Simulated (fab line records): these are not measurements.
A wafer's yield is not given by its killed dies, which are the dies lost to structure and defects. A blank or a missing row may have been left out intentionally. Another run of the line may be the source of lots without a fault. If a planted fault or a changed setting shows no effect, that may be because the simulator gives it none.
A lot that was struck, set against a sound lot || flow n5_finfet || 37 steps out of a route of 1938
Sound: these wafers, L968.4, L968.5, L968.6. Struck: wafers L958.2, L958.3, L958.6. The cause is named last.
At each step with rows: each side's tool, then ch and its chambers, then its first start. Under that, the readings that differ: sound wafers || struck wafers || difference of the means || sigmas: that difference in standard deviations of wafers without a fault.
alike: a reading whose means differ by less than 2 such deviations, as well as words and numbers matching on both sides. not compared: withheld readings; readings where some wafer has no value; bounds like >300 that might hide an equal value; numbers whose values overlap and for which the record gives no deviation.
The two part at a step that has a row with sigmas, a row that says differs or no value, or rows on one side only. When numbers do not overlap yet have no deviation, they are printed without sigmas and do not part them. A reading that every wafer of one side lacks parts them only if that side has two wafers or more.

first, 9 steps without rows for these wafers: N5_WELL_APT_COAT_02 (resist thk 950 nm); N5_WELL_APT_EBR_04; N5_WELL_APT_SOFTBAKE_03 (time 60 s); N5_WELL_APT_EXPOSE_05 (exposes mask NWELL, defocus 0 nm, target cd 200 nm); N5_WELL_APT_PEB_06 (peb time 90 s); N5_WELL_APT_DEVELOP_07 (develop time 45 s); N5_WELL_APT_HARDBAKE_12 (time 120 s); N5_WELL_APT_DESCUM_13 (chemistry O2, time 7.9 s); N5_WELL_APT_IMPLANT_14.
N5_WELL_APT_IMPLANT_15:
  sound on implanter-02 ch 0, day 5 20:31; struck on implanter-01 ch 0, day 3 08:14
{"reading": "dose_ions_cm2", "sound": "1.5005e+13 1.4994e+13 1.4987e+13", "struck": "7.749e+12 7.773e+12 7.776e+12", "difference": -7.229e+12, "sigmas": "-99 or more"}
{"reading": "faraday_current_uA", "sound": "191 189 189", "struck": "98 96 100", "difference": -92, "sigmas": -24}
then, 25 steps without rows for these wafers: N5_WELL_APT_STRIP_16 (strips in SPM, time 900 s); N5_WELL_APT_HMDS_18 (time 60 s); N5_WELL_APT_COAT_19 (resist thk 950 nm); N5_WELL_APT_EBR_21; N5_WELL_APT_SOFTBAKE_20 (time 60 s); N5_WELL_APT_EXPOSE_22 (exposes mask PWELL, defocus 0 nm, target cd 200 nm); N5_WELL_APT_PEB_23 (peb time 90 s); N5_WELL_APT_DEVELOP_24 (develop time 45 s); N5_WELL_APT_HARDBAKE_29 (time 120 s); N5_WELL_APT_DESCUM_30 (chemistry O2, time 7.9 s); N5_WELL_APT_IMPLANT_31; N5_WELL_APT_IMPLANT_32; N5_WELL_APT_STRIP_33 (strips in SPM, time 900 s); N5_WELL_APT_RTA_34 (time 10 s); N5_WELL_APT_OXIDE_STRIP_42 (strips SiO2 in dHF, time 45 s, target depth 12 nm); N5_WELL_APT_PRECLEAN_36 (cleans in O3/DIW, time 45 s); N5_WELL_APT_PRECLEAN_39 (cleans in dHF, time 60 s); N5_WELL_APT_SRD_37 (time 30 s); N5_WELL_APT_EPI_41 (deposits Si from SiH4/H2, target thk 50 nm, time 297.7 s); N5_PMOS_HMC_CHANNEL_EPI_HM_DEP_34 (deposits SiO2 from TEOS/O2, target thk 36 nm, time 6.9 s); N5_PMOS_HMC_CHANNEL_EPI_COAT_31 (time 60 s, resist thk 66 nm); N5_PMOS_HMC_CHANNEL_EPI_COAT_03 (resist thk 205 nm); N5_PMOS_HMC_CHANNEL_EPI_EBR_05; N5_PMOS_HMC_CHANNEL_EPI_SOFTBAKE_04 (time 60 s); N5_PMOS_HMC_CHANNEL_EPI_EXPOSE_06 (exposes mask PMOS HMC BLK, target cd 240 nm).
-- a jump in the record: the struck wafers' starts before and after are 8 days apart (it breaks off in module PMOS_HMC_CHANNEL_EPI and resumes in module BEOL_M4, where the first step shown is number 1111 of the route) --
N5_BEOL_M4_RC_MEAS_101:
  sound on prober-01 ch 0, day 13 06:04; struck on prober-01 ch 0, day 11 04:07
{"reading": "CJ_P", "sound": "6.02 5.87 5.64", "struck": "4.30 4.09 4.29", "difference": -1.62, "sigmas": -9}
  alike: DIBL_N, DIBL_P, IOFF_N, IOFF_P, ION_N, ION_P, SS_N, SS_P, VT_N, VT_P
-- here the record skips 4 days between the struck wafers' starts before and after, leaving off in module BEOL_M4 and picking up in module PASSIVATION (first step shown: number 1936 of the route) --
N5_PASSIVATION_PROBE_49:
  rows exist in the record for the struck wafers here (prober-01, day 15 06:38), but not for the sound ones

== WHERE THEY PART ==
Last at N5_PASSIVATION_PROBE_49 as far as this record goes, first at N5_WELL_APT_IMPLANT_15.

WHY: the cause the simulator had injected
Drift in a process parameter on implanter-01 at N5_WELL_APT_IMPLANT_15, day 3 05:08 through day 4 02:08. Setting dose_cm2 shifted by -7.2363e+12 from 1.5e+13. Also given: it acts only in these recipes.
